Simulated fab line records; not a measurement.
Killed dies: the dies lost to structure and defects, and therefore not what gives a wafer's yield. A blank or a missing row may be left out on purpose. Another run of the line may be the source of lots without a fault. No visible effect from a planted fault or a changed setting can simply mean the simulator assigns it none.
fab line records	flow n5Finfet
record lots=5	wafers=14	lastDay=16
route steps=1938 shown BEOL_M4@1099 BEOL_M5@1112 MIM_BOT_ETCH@1867 PASSIVATION@1936
lots with no fault: from the same line, run without faults
startH: the number of hours between the record's first day and the start of the first shown wafer of the lot	waitH: time in hours since the lot's previous step	" same as the row above	L1.1+2: several wafers, shown together as one row	- no value, or no start given	* or withheld: withheld	< > ~ a bound
route shown NAME@n: NAME is a module with steps in the file, n the number in the route of the first one	usual: the fault-free wafers' mean and standard deviation	same: alike in all rows	chamber/n: place in a boat	sites: readings site by site	_std_site: the standard deviation of these	_edge_site: outer sites' mean less inner sites'	radiusMm: how far each site lies from the wafer's centre	mask NAME#n: copy n	behind: tool/chamber where the wafer was last shaped	hold: cause of the lot's hold/its duration in hours/its outcome	device: whichever transistor did not switch (one of n, p or np)	end of line: the tests these same wafers got at the end of their route	step lacking rows: just its recipe	killed: at the first sort, the dies lost to defects and structure; wafer yield is something else	map: dies across one wafer; x = killed, . = not, _ = none there
set.NAME: the setting as run; set.NAME@STEP: as run at that earlier step	model.NAME: the simulator's own value behind a step, which no gauge read
lots seen at some steps along the route; tables by step, rows by wafer
services: a tool's chamber out of use, with start hour (startH, from the record's first day; less than 0 if before it), hours out, and reason
## steps
# step N5_BEOL_M4_ANNEAL_95
# recipe tempC=400	timeS=240	ambient=vacuum
# step N5_BEOL_M4_SPUTTER_96
# recipe material=Cu	targetThkA=45	tempC=-20	chamberPressurePa=0.07	powerW=withheld	timeS=8.29
# step N5_BEOL_M4_ECD_50
# recipe material=Cu	targetThkA=3000
# step N5_BEOL_M4_ANNEAL_51
# recipe tempC=225	timeS=90	ambient=N2
# step N5_BEOL_M4_CMP_52
# recipe stopOn=SiOC	tOverpolishS=6.8	downForcePsi=1	platenRpm=50	clearingPlatenDownForcePsi=1.5	clearingPlatenRpm=50	postCmpClean=cuAlkaline	targetThkNm=40	clearingPlatenPadVelocityMS=0.99484	padVelocityMS=0.99484
# step N5_BEOL_M4_PRE_CLEAN_60
# recipe gas=NH3/H2	timeS=15	tempC=*	rfPowerW=300
# step N5_BEOL_M4_CO_CAP_55
# recipe material=Co	targetThkA=20	tempC=200	precursor=CCTBA/H2	pressureTorr=30	timeS=102.1
# step N5_BEOL_M4_PRE_CLEAN_56
# recipe gas=NH3	timeS=15	tempC=withheld	rfPowerW=300
# step N5_BEOL_M4_DEP_57
# recipe material=SiCN	targetThkA=80	tempC=withheld	precursor=3MS/NH3	pressureTorr=3	rfW=202	timeS=14
# step N5_BEOL_M4_RC_MEAS_101
# usual DIBL_N=36.0/1.9	DIBL_P=35.6/2.4	IOFF_N=0.16/0.036	IOFF_P=0.21/0.04	ION_N=673/14	ION_P=460/8.9	SS_N=71.5/0.67	SS_P=73.2/0.73	VT_N=249/3.6	VT_P=-250/3.7
lot.wafer	tool	chamber	startH	waitH	DIBL_N[mV/V]	DIBL_P[mV/V]	IOFF_N[nA/um]	IOFF_P[nA/um]	ION_N[uA/um]	ION_P[uA/um]	SS_N[mV/dec]	SS_P[mV/dec]	VT_N[mV]	VT_P[mV]
L832.1	prober-01	0	231.31	0.0	37.0	35.3	0.18	0.20	693	472	72.2	73.9	249	-252
L832.4	"	0	"	"	36.9	35.9	0.17	0.20	680	462	71.3	73.5	250	-252
L832.5	"	0	"	"	35.8	33.9	0.14	0.17	663	448	70.5	73.6	250	-255
L833.1	prober-01	0	246.12	0.0	33.9	32.7	0.12	0.17	657	450	70.6	71.4	254	-252
L833.2	"	0	"	"	36.7	36.8	0.18	0.22	688	464	71.3	72.5	247	-249
L833.4	"	0	"	"	37.0	36.5	0.16	0.21	676	466	71.1	72.8	250	-251
L835.4	prober-01	0	247.51	0.7	40.5	39.9	0.26	0.24	670	451	73.5	73.7	244	-252
L835.5	"	0	"	"	36.9	38.0	0.20	0.22	687	467	71.8	73.7	245	-251
L835.6	"	0	"	"	36.9	36.9	0.19	0.20	683	459	72.1	73.7	244	-251
L837.1	prober-02	0	266.18	0.0	37.5	39.2	0.19	0.24	676	468	72.2	73.7	246	-247
L837.3	"	0	"	"	36.6	38.9	0.18	0.23	683	470	71.2	72.8	245	-247
L841.1	prober-01	0	285.97	0.0	36.7	37.9	0.17	0.29	676	471	72.1	74.1	250	-244
L841.3	"	0	"	"	32.8	32.8	0.11	0.19	663	462	70.8	72.7	256	-245
L841.4	"	0	"	"	34.6	34.6	0.14	0.21	665	462	71.0	73.4	250	-245
# step N5_BEOL_M5_ILD_DEP_00
# recipe material=SiCOH_lowk	targetThkA=1406.4	tempC=300	precursor=DEMS/porogen	pressureTorr=5	rfW=500	timeS=25.9
# step N5_BEOL_M5_CURE_79
# recipe tempC=385	timeS=240	ambient=He/Ar	material=SiCOH_lowk
# step N5_BEOL_M5_PECVD_70
# recipe material=SiO2	targetThkA=160	tempC=400	precursor=TEOS/O2	pressureTorr=5.5	rfW=450	teosFlowSccm=53.8	gas=O2	flowSccm=3000	timeS=18
# step N5_BEOL_M5_HM_DEP_02
# recipe material=TiN	targetThkA=200	tempC=25	chamberPressurePa=0.49996
# step N5_BEOL_M5_COAT_59
# recipe resist=SOC	tempC=250	timeS=60	spinRpm=1500	resistThkNm=60
# step N5_BEOL_M5_COAT_60
# recipe resist=SiARC	tempC=220	timeS=60	spinRpm=1500	resistThkNm=12
# step N5_BEOL_M5_COAT_71
# recipe resist=underlayer	tempC=205	timeS=60	spinRpm=1500	resistThkNm=5
# step N5_BEOL_M5_COAT_05
# recipe resist=CAR-EUV	spinRpm=1500	resistThkNm=30
# step N5_BEOL_M5_EBR_07
# recipe solvent=PGMEA	ebrWidthMm=1.5
# step N5_BEOL_M5_SOFTBAKE_06
# recipe tempC=110	timeS=60	resist=CAR-EUV
# step N5_BEOL_M5_EXPOSE_08
# recipe maskId=M5	na=0.33	sourceShape=annular	sigmaInner=0.4	sigmaOuter=0.8	polarization=unpolarized	targetCdNm=28	doseMj=35.75
# step N5_BEOL_M5_PEB_09
# recipe pebTempC=100	pebTimeS=60	resist=CAR-EUV
# step N5_BEOL_M5_DEVELOP_10
# recipe developTimeS=30	developer=TMAH	resist=CAR-EUV	rinseLiquid=surfactantRinse	dry=airSpin	devTempC=23
# step N5_BEOL_M5_DESCUM_16
# recipe chemistry=O2	timeS=7	sourcePowerW=50	biasPowerW=20	pressureMtorr=20	rfFrequencyHz=2.712e+07	tempC=40	resist=CAR-EUV	o2FlowSccm=225
# step N5_BEOL_M5_ETCH_72
# recipe chemistry=N2/H2	target=underlayer	targetDepthA=65	maskMaterial=CAR-EUV	timeS=5.2	ionEnergyEv=200	pressureMtorr=30	sourceW=840	biasW=150	n2FlowSccm=200	h2FlowSccm=200	ends=cleared
# step N5_BEOL_M5_ETCH_61
# recipe chemistry=CF4	target=SiARC	targetDepthA=156	maskMaterial=CAR-EUV	timeS=26	ionEnergyEv=80	pressureMtorr=40	sourceW=545	biasW=36	Ar_flow_sccm=100	cf4FlowSccm=100	ends=cleared
# step N5_BEOL_M5_ETCH_62
# recipe chemistry=N2/H2	target=SOC	targetDepthA=750	overetchA=150	maskMaterial=SiARC	tempC=40	timeS=112.5	ionEnergyEv=200	pressureMtorr=30	sourceW=840	biasW=150	n2FlowSccm=200	h2FlowSccm=200
# step N5_BEOL_M5_STRIP_63
# recipe chemistry=N2/H2	tempC=40	n2FlowSccm=200	h2FlowSccm=200	rfFrequencyHz=6e+07
# step N5_BEOL_M5_STRIP_73
# recipe chemistry=N2/H2	tempC=40	n2FlowSccm=200	h2FlowSccm=200	rfFrequencyHz=6e+07
# step N5_BEOL_M5_STRIP_64
# recipe chemistry=CF4	resist=SiARC	powerW=300	biasPowerW=75	pressureMtorr=50	cf4FlowSccm=150	rfFrequencyHz=6e+07
# step N5_BEOL_M5_HM_OPEN_17
# recipe chemistry=Cl2/BCl3	targetDepthA=200	overetchA=60	target=TiN	maskMaterial=SOC	ionEnergyEv=150	pressureMtorr=10	icpW=1000	biasW=126	Cl2_flow_sccm=53.25	bcl3FlowSccm=21.75	Ar_flow_sccm=25
# step N5_BEOL_M5_STRIP_19
# recipe chemistry=O2	powerW=400	tempC=40	pressureMtorr=30	rfFrequencyHz=6e+07	biasPowerW=0	overashFraction=0.2	o2FlowSccm=225
# step N5_BEOL_M5_COAT_65
# recipe resist=SOC	tempC=250	timeS=60	spinRpm=1500	resistThkNm=60
# step N5_BEOL_M5_COAT_66
# recipe resist=SiARC	tempC=220	timeS=60	spinRpm=1500	resistThkNm=12
# step N5_MIM_BOT_ETCH_ETCH_03
# recipe chemistry=Cl2/BCl3	targetDepthA=120	pressureMtorr=8	icpW=800	biasW=100	Cl2_flow_sccm=20	bcl3FlowSccm=80
# usual bcl3FlowSccm=80.03/0.24	biasW=100.0/0.31	drypumpMotorCurrentA=5.84/0.24	mfcCl2Sccm=20.00/0.059	oesProductAu=0.77/0.049	throttleValvePct=27.68/0.22
lot.wafer	tool	chamber	startH	waitH	bcl3FlowSccm	biasW	drypumpMotorCurrentA	mfcCl2Sccm	oesProductAu	rfHoursCounterH	throttleValvePct	model.coat_of_MIM_BOT_LITHO_COAT_02.thkNm	model.MIM_BOT_ETCH.cdOffsetNm
L832.1	rieMetal-03	1	314.86	0.1	-	-	-	-	-	-	-	*	0.2
L832.4	"	1	"	"	-	-	-	-	-	-	-	*	-0.2
L832.5	"	0	"	"	-	-	-	-	-	-	-	*	0
L835.4	rieMetal-02	1	336.22	0.1	-	-	-	-	-	-	-	*	0
L835.5	"	1	"	"	-	-	-	-	-	-	-	*	0
L835.6	"	0	"	"	-	-	-	-	-	-	-	*	0
L833.1	rieMetal-01	1	336.94	0.1	-	-	-	-	-	-	-	*	0
L833.2	"	0	"	"	-	-	-	-	-	-	-	*	0
L833.4	"	0	"	"	-	-	-	-	-	-	-	*	0
L837.1	rieMetal-03	1	356.15	0.1	80.05	100.4	5.58	19.91	0.74	46	27.54	*	0
L837.3	"	0	"	"	80.01	99.7	5.78	20.00	0.74	-	27.84	*	0
L841.1	rieMetal-02	1	375.66	0.1	80.37	99.9	5.67	20.02	0.83	11	28.08	*	1
L841.3	"	1	"	"	80.29	100.0	5.66	20.05	0.84	-	28.09	*	0.8
L841.4	"	0	"	"	80.02	100.2	6.04	20.01	0.72	-	27.37	*	0.4
# step N5_MIM_BOT_ETCH_ETCH_00
# recipe chemistry=Cl2/BCl3	target=TiN	targetDepthA=455	ionEnergyEv=150	pressureMtorr=10	icpW=1000	biasW=126	Cl2_flow_sccm=53.25	bcl3FlowSccm=21.75	Ar_flow_sccm=25
# usual bcl3FlowSccm=21.73/0.059	biasW=126.0/0.37	drypumpMotorCurrentA=5.84/0.25	mfcCl2Sccm=53.27/0.16	oesProductAu=0.77/0.049	throttleValvePct=22.07/0.14
lot.wafer	tool	chamber	startH	waitH	bcl3FlowSccm	biasW	drypumpMotorCurrentA	mfcCl2Sccm	oesProductAu	rfHoursCounterH	throttleValvePct	model.coat_of_MIM_BOT_LITHO_COAT_02.thkNm	model.MIM_BOT_ETCH.cdOffsetNm
L832.1	rieMetal-03	1	314.95	0.1	21.75	126.4	5.57	53.43	0.76	42	22.06	*	0.4
L832.4	"	1	"	"	21.62	126.2	5.56	53.55	0.76	-	22.06	*	0
L832.5	"	0	"	"	21.67	125.7	5.80	53.30	0.74	-	22.12	*	0.2
L835.4	rieMetal-02	1	336.32	0.1	21.79	126.2	5.66	53.31	0.85	-	22.33	*	0
L835.5	"	1	"	"	21.75	125.2	5.67	53.28	0.86	-	22.33	*	-0.2
L835.6	"	0	"	"	21.78	126.7	6.05	53.24	0.72	-	21.80	*	0
L833.1	rieMetal-01	1	337.03	0.1	21.69	126.1	6.02	53.57	0.74	61	21.93	*	-0.4
L833.2	"	0	"	"	21.75	126.2	6.30	53.39	0.80	29	22.14	*	-0.2
L833.4	"	0	"	"	21.75	125.5	6.29	53.30	0.80	-	22.14	*	0
L837.1	rieMetal-03	1	356.24	0.1	21.64	125.5	5.58	53.52	0.74	46	22.08	*	0
L837.3	"	0	"	"	21.68	126.0	5.81	53.15	0.73	-	22.15	*	0.2
L841.1	rieMetal-02	1	375.75	0.1	21.72	126.0	5.66	53.29	0.84	11	22.33	*	1
L841.3	"	1	"	"	21.70	126.2	5.68	53.41	0.84	-	22.33	*	0.8
L841.4	"	0	"	"	21.61	126.1	6.02	53.20	0.72	-	21.84	*	0
# step N5_PASSIVATION_PROBE_49
# usual defectLimitedYield=91.2/1.4	killed_at_M0_to_M3=32/9.3	killed_at_M4_up=14/4.9	killedAtContacts=15/7.5	killedAtFrontEnd=40/11	killedAtOther=4/3.3	killedDies=104/17	killedOnRim=13/4.2	killedOpen=68/14	killedShort=33/7.9	sort_bin_5_function=5.2/0.99	sort_bin_6_memory=3.2/0.65	sortNPass=1076/17	sortYieldPct=91.1/1.5
# same grossDies=1180	killedAtBackSide=0	sort_bin_4_leakage[%]=0	sort_bin_8_speed[%]=0
lot.wafer	tool	chamber	startH	waitH	defectLimitedYield[%]	killed_at_M0_to_M3	killed_at_M4_up	killedAtContacts	killedAtFrontEnd	killedAtOther	killedDies	killedOnRim	killedOpen	killedShort	sort_bin_5_function[%]	sort_bin_6_memory[%]	sortNPass	sortYieldPct[%]
L832.1	prober-01	-	324.06	0.0	0	31	23	7	40	1079	1180	152	73	28	96.9	3.0	0	0
L832.4	prober-01	-	324.21	0.2	0	22	23	14	53	1068	1180	152	73	40	96.6	3.0	0	0
L832.5	prober-01	-	324.26	0.2	0	36	9	12	61	1062	1180	152	78	39	96.2	3.3	0	0
L835.4	prober-01	-	344.06	0.2	0	22	8	4	83	1063	1180	152	55	15	96.7	3.1	0	0
L835.5	prober-01	-	344.11	0.2	0	20	7	6	36	1111	1180	152	48	22	97.6	2.0	0	0
L835.6	prober-01	-	344.16	0.3	0	22	7	16	38	1097	1180	152	52	31	97.2	2.5	0	0
L833.1	prober-02	-	346.06	0.0	0	27	16	20	54	1063	1180	152	83	41	95.5	3.9	0	0
L833.2	prober-02	-	346.11	0.1	0	49	12	30	33	1056	1180	152	97	32	95.0	4.6	0	0
L833.4	prober-02	-	346.21	0.2	0	47	25	23	52	1033	1180	152	107	44	94.2	5.3	0	0
L841.1	prober-02	-	384.63	0.0	92.8	34	5	12	30	4	85	15	61	24	3.8	3.2	1095	92.8
L841.3	prober-02	-	384.73	0.1	93.2	24	13	7	30	6	80	12	53	22	4.2	2.3	1100	93.2
L841.4	prober-02	-	384.78	0.2	92.3	19	23	14	27	8	91	16	59	23	5.5	1.9	1089	92.3
# killed by level:class
L832.1 MIM_BOT_ETCH:areaEtch=1076 BEOL_M4:geometricParticle:open=14 STI_FIN_REVEAL:geometricParticle:open=9 BEOL_M3:geometricParticle:open=8 FIN_SAQP:geometricParticle:short=7 MOL_CONTACT_COAG:geometricParticle:open=7 FIN_SAQP:geometricParticle:open=6 BEOL_M0_SAQP:geometricParticle:short=6
L832.4 MIM_BOT_ETCH:areaEtch=1066 FIN_SAQP:geometricParticle:short=18 FIN_SAQP:geometricParticle:open=12 MOL_CONTACT_COAG:geometricParticle:open=12 BEOL_M4:geometricParticle:open=11 BEOL_M3:geometricParticle:open=8 BEOL_M4:geometricParticle:short=5 BEOL_M2:geometricParticle:open=4
L832.5 MIM_BOT_ETCH:areaEtch=1062 FIN_SAQP:geometricParticle:open=12 MOL_CONTACT_COAG:geometricParticle:open=9 BEOL_M0_SAQP:geometricParticle:open=9 FIN_SAQP:geometricParticle:short=7 BEOL_M0:geometricParticle:open=7 SPACER0:geometricParticle:open=6 STI_FIN_REVEAL:geometricParticle:open=6
L835.4 MIM_BOT_ETCH:areaEtch=1061 FIN_CUT:areaEtch=47 FIN_SAQP:geometricParticle:open=9 STI_FIN_REVEAL:geometricParticle:open=8 BEOL_M3:geometricParticle:open=7 DUMMY_GATE:geometricParticle:open=5 BEOL_M2:geometricParticle:open=4 BEOL_M1:geometricParticle:open=4
L835.5 MIM_BOT_ETCH:areaEtch=1107 FIN_SAQP:geometricParticle:open=10 STI_FIN_REVEAL:geometricParticle:open=8 FIN_SAQP:geometricParticle:short=6 MOL_CONTACT_COAG:geometricParticle:open=5 BEOL_M0_SAQP:geometricParticle:short=5 BEOL_M2:geometricParticle:open=4 BEOL_M0_SAQP:geometricParticle:open=4
L835.6 MIM_BOT_ETCH:areaEtch=1096 MOL_CONTACT_COAG:geometricParticle:open=15 BEOL_M0_SAQP:geometricParticle:short=11 FIN_SAQP:geometricParticle:open=10 FIN_SAQP:geometricParticle:short=5 BEOL_M0_SAQP:geometricParticle:open=5 STARTING-WAFER:geometricParticle:open=5 STI_FIN_REVEAL:geometricParticle:open=4
L833.1 MIM_BOT_ETCH:areaEtch=1053 MOL_CONTACT_COAG:geometricParticle:open=16 FIN_SAQP:geometricParticle:open=10 STI_FIN_REVEAL:geometricParticle:open=10 BEOL_M4:geometricParticle:open=10 GATE_CUT:geometricParticle:short=9 STI_FIN_REVEAL:geometricParticle:short=7 BEOL_M0_SAQP:geometricParticle:open=6
L833.2 MIM_BOT_ETCH:areaEtch=1051 MOL_CONTACT_COAG:geometricParticle:open=26 STI_FIN_REVEAL:geometricParticle:open=17 BEOL_M0_SAQP:geometricParticle:open=14 BEOL_M0:geometricParticle:open=8 BEOL_M0_SAQP:geometricParticle:short=7 GATE_CUT:geometricParticle:open=5 BEOL_M2:geometricParticle:short=5
L833.4 MIM_BOT_ETCH:areaEtch=1029 MOL_CONTACT_COAG:geometricParticle:open=17 BEOL_M3:geometricParticle:open=13 BEOL_M4:geometricParticle:open=12 STI_FIN_REVEAL:geometricParticle:open=11 BEOL_M2:geometricParticle:open=10 FIN_SAQP:geometricParticle:open=7 BEOL_M0_SAQP:geometricParticle:short=7
L841.1 BEOL_M0_SAQP:geometricParticle:open=11 MOL_CONTACT_COAG:geometricParticle:open=9 FIN_SAQP:geometricParticle:open=8 BEOL_M0_SAQP:geometricParticle:short=7 BEOL_M2:geometricParticle:open=5 STARTING-WAFER:geometricParticle:open=5 STI_FIN_REVEAL:geometricParticle:open=4 BEOL_M0:geometricParticle:open=4
L841.3 FIN_SAQP:geometricParticle:open=9 BEOL_M3:geometricParticle:open=7 BEOL_M4:geometricParticle:open=6 DUMMY_GATE:geometricParticle:open=5 MOL_CONTACT_COAG:geometricParticle:short=4 BEOL_M0_SAQP:geometricParticle:short=4 BEOL_M1:geometricParticle:open=4 PASSIVATION:areaEtch=4
L841.4 MOL_CONTACT_COAG:geometricParticle:open=13 BEOL_M4:geometricParticle:open=12 BEOL_M3:geometricParticle:open=7 PASSIVATION:areaEtch=7 STI_FIN_REVEAL:geometricParticle:open=6 STARTING-WAFER:geometricParticle:short=5 BEOL_M8:geometricParticle:open=4 BEOL_M1:geometricParticle:open=4
# map L832.1 (x killed, . not)
_________________xxxxxxxxxxxx________________
______________xxxxxxxxxxxxxxxxxx_____________
___________xxxxxxxxxxxxxxxxxxxxxxxx__________
__________xxxxxxxxxxxxxxxxxxxxxxxxxx_________
________xxxxxxxxxxxxxxxxxxxxxxxxxxxxxx_______
_______xxxxxxxxxxxxxxxxxxxxxxxxxxxxxxxx______
______xxxxxxxxxxxxxxxxxxxxxxxxxxxxxxxxxx_____
_____xxxxxxxxxxxxxxxxxxxxxxxxxxxxxxxxxxxx____
____xxxxxxxxxxxxxxxxxxxxxxxxxxxxxxxxxxxxxx___
___xxxxxxxxxxxxxxxxxxxxxxxxxxxxxxxxxxxxxxxx__
___xxxxxxxxxxxxxxxxxxxxxxxxxxxxxxxxxxxxxxxx__
__xxxxxxxxxxxxxxxxxxxxxxxxxxxxxxxxxxxxxxxxxx_
__xxxxxxxxxxxxxxxxxxxxxxxxxxxxxxxxxxxxxxxxxx_
_xxxxxxxxxxxxxxxxxxxxxxxxxxxxxxxxxxxxxxxxxxxx
_xxxxxxxxxxxxxxxxxxxxxxxxxxxxxxxxxxxxxxxxxxxx
_xxxxxxxxxxxxxxxxxxxxxxxxxxxxxxxxxxxxxxxxxxxx
_xxxxxxxxxxxxxxxxxxxxxxxxxxxxxxxxxxxxxxxxxxxx
_xxxxxxxxxxxxxxxxxxxxxxxxxxxxxxxxxxxxxxxxxxxx
_xxxxxxxxxxxxxxxxxxxxxxxxxxxxxxxxxxxxxxxxxxxx
_xxxxxxxxxxxxxxxxxxxxxxxxxxxxxxxxxxxxxxxxxxxx
_xxxxxxxxxxxxxxxxxxxxxxxxxxxxxxxxxxxxxxxxxxxx
__xxxxxxxxxxxxxxxxxxxxxxxxxxxxxxxxxxxxxxxxxx_
__xxxxxxxxxxxxxxxxxxxxxxxxxxxxxxxxxxxxxxxxxx_
___xxxxxxxxxxxxxxxxxxxxxxxxxxxxxxxxxxxxxxxx__
___xxxxxxxxxxxxxxxxxxxxxxxxxxxxxxxxxxxxxxxx__
____xxxxxxxxxxxxxxxxxxxxxxxxxxxxxxxxxxxxxx___
_____xxxxxxxxxxxxxxxxxxxxxxxxxxxxxxxxxxxx____
______xxxxxxxxxxxxxxxxxxxxxxxxxxxxxxxxxx_____
_______xxxxxxxxxxxxxxxxxxxxxxxxxxxxxxxx______
________xxxxxxxxxxxxxxxxxxxxxxxxxxxxxx_______
__________xxxxxxxxxxxxxxxxxxxxxxxxxx_________
___________xxxxxxxxxxxxxxxxxxxxxxxx__________
______________xxxxxxxxxxxxxxxxxx_____________
_________________xxxxxxxxxxxx________________
# map L833.1 (x killed, . not)
_________________xxxxxxxxxxxx________________
______________xxxxxxxxxxxxxxxxxx_____________
___________xxxxxxxxxxxxxxxxxxxxxxxx__________
__________xxxxxxxxxxxxxxxxxxxxxxxxxx_________
________xxxxxxxxxxxxxxxxxxxxxxxxxxxxxx_______
_______xxxxxxxxxxxxxxxxxxxxxxxxxxxxxxxx______
______xxxxxxxxxxxxxxxxxxxxxxxxxxxxxxxxxx_____
_____xxxxxxxxxxxxxxxxxxxxxxxxxxxxxxxxxxxx____
____xxxxxxxxxxxxxxxxxxxxxxxxxxxxxxxxxxxxxx___
___xxxxxxxxxxxxxxxxxxxxxxxxxxxxxxxxxxxxxxxx__
___xxxxxxxxxxxxxxxxxxxxxxxxxxxxxxxxxxxxxxxx__
__xxxxxxxxxxxxxxxxxxxxxxxxxxxxxxxxxxxxxxxxxx_
__xxxxxxxxxxxxxxxxxxxxxxxxxxxxxxxxxxxxxxxxxx_
_xxxxxxxxxxxxxxxxxxxxxxxxxxxxxxxxxxxxxxxxxxxx
_xxxxxxxxxxxxxxxxxxxxxxxxxxxxxxxxxxxxxxxxxxxx
_xxxxxxxxxxxxxxxxxxxxxxxxxxxxxxxxxxxxxxxxxxxx
_xxxxxxxxxxxxxxxxxxxxxxxxxxxxxxxxxxxxxxxxxxxx
_xxxxxxxxxxxxxxxxxxxxxxxxxxxxxxxxxxxxxxxxxxxx
_xxxxxxxxxxxxxxxxxxxxxxxxxxxxxxxxxxxxxxxxxxxx
_xxxxxxxxxxxxxxxxxxxxxxxxxxxxxxxxxxxxxxxxxxxx
_xxxxxxxxxxxxxxxxxxxxxxxxxxxxxxxxxxxxxxxxxxxx
__xxxxxxxxxxxxxxxxxxxxxxxxxxxxxxxxxxxxxxxxxx_
__xxxxxxxxxxxxxxxxxxxxxxxxxxxxxxxxxxxxxxxxxx_
___xxxxxxxxxxxxxxxxxxxxxxxxxxxxxxxxxxxxxxxx__
___xxxxxxxxxxxxxxxxxxxxxxxxxxxxxxxxxxxxxxxx__
____xxxxxxxxxxxxxxxxxxxxxxxxxxxxxxxxxxxxxx___
_____xxxxxxxxxxxxxxxxxxxxxxxxxxxxxxxxxxxx____
______xxxxxxxxxxxxxxxxxxxxxxxxxxxxxxxxxx_____
_______xxxxxxxxxxxxxxxxxxxxxxxxxxxxxxxx______
________xxxxxxxxxxxxxxxxxxxxxxxxxxxxxx_______
__________xxxxxxxxxxxxxxxxxxxxxxxxxx_________
___________xxxxxxxxxxxxxxxxxxxxxxxx__________
______________xxxxxxxxxxxxxxxxxx_____________
_________________xxxxxxxxxxxx________________
## services
tool	chamber	startH	hours	kind
rieMetal-03	-	350.90	0.3	repair
rieMetal-01	-	360.14	0.3	repair
## key
firstSign step=N5_MIM_BOT_ETCH_ETCH_03	reading=toolRecord	direction=missing
effect step=N5_PASSIVATION_PROBE_49	reading=killedAtOther	direction=up	sigmas=99+	usual=4	struck=1070
modelEffect step=N5_MIM_BOT_ETCH_ETCH_03	value=coat_of_MIM_BOT_LITHO_COAT_02.thkNm	without=*	struck=*
modelEffect step=N5_MIM_BOT_ETCH_ETCH_00	value=coat_of_MIM_BOT_LITHO_COAT_02.thkNm	without=*	struck=*
moreKillsBornAt N5_MIM_BOT_ETCH_ETCH_03@rieMetal-02=3264	N5_MIM_BOT_ETCH_ETCH_03@rieMetal-03=3204	N5_MIM_BOT_ETCH_ETCH_03@rieMetal-01=3133
metAt N5_MIM_BOT_ETCH_ETCH_03
struckWafers L832.1,L832.4,L832.5,L833.1,L833.2,L833.4,L835.4,L835.5,L835.6
laterRowsLeftOut L832.1,L832.4,L832.5,L833.1,L833.2,L833.4,L835.4,L835.5,L835.6
baselineLoss step=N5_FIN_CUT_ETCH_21	wafers=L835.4
fault kind=skippedStepWhole	tool=rieMetal-01,rieMetal-02,rieMetal-03	chamber=-	onsetH=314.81	steps=N5_MIM_BOT_ETCH_ETCH_03	scope=struckLotsOnly
# laterRowsLeftOut: the simulator's readings of these wafers behind a module that went badly wrong aren't trusted and aren't shown, but for the sort
# baselineLoss: these wafers lose ten dies or more at that step, a loss of the line's own and not of a fault; the sort's usual values leave them out
